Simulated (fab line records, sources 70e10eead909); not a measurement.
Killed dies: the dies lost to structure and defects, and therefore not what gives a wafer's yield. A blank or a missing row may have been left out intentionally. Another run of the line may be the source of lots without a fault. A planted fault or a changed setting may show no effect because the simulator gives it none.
Chamber matching :: flow nand_harc :: 4 sister chambers for NHARC_A_M1_CMP_23 on cmp-02
The step polishes, t overpolish 20 s, target thk 154.34 nm. 4 wafers are shown with their chamber, then 7 later ones without.

WAFERS, EACH WITH ITS CHAMBER
wafer: L076.2
chamber: 2
motor_current_A (A): 10.3

wafer: L082.1
chamber: 1
motor_current_A (A): 11.1

wafer: L085.1
chamber: 3
motor_current_A (A): 12.4

wafer: L085.4
chamber: 0
motor_current_A (A): 12.2

WAFERS MISSING THEIR CHAMBER
wafer: L085.6
motor_current_A (A): 11.2

wafer: L091.1
motor_current_A (A): 11.4

wafer: L091.4
motor_current_A (A): 11.4

wafer: L091.5
motor_current_A (A): 13.0

wafer: L097.2
motor_current_A (A): 11.7

wafer: L097.4
motor_current_A (A): 12.9

wafer: L097.6
motor_current_A (A): 12.4

WHICH CHAMBER EACH ONE RAN IN
wafer: L085.6
from the rows above: 1
in truth: 1

wafer: L091.1
from the rows above: can't be placed: 1 or 0 or 3
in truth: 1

wafer: L091.4
from the rows above: can't be placed: 1 or 0 or 3
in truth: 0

wafer: L091.5
from the rows above: can't be placed: 3 or 0
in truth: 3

wafer: L097.2
from the rows above: can't be placed: 0 or 1 or 3
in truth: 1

wafer: L097.4
from the rows above: can't be placed: 3 or 0
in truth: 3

wafer: L097.6
from the rows above: can't be placed: 3 or 0
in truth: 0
Placed correctly: 1 of 7. These rows do not allow placing 6 (true chamber among the candidates in 6). Wrongly placed: 0.
How it was worked out, from the rows above alone: a wafer's distance from a chamber is the root of the sum, over the readings, of the square of ((its reading less the chamber's mean) divided by the reading's scatter). If the next closest chamber is less than 2 further off than the closest, the wafer can't be placed; otherwise it belongs to the closest. Each chamber's mean is taken over the wafers shown for it. The scatter: root of mean squared gap, hidden wafer to nearest shown wafer, with one shown wafer a chamber.
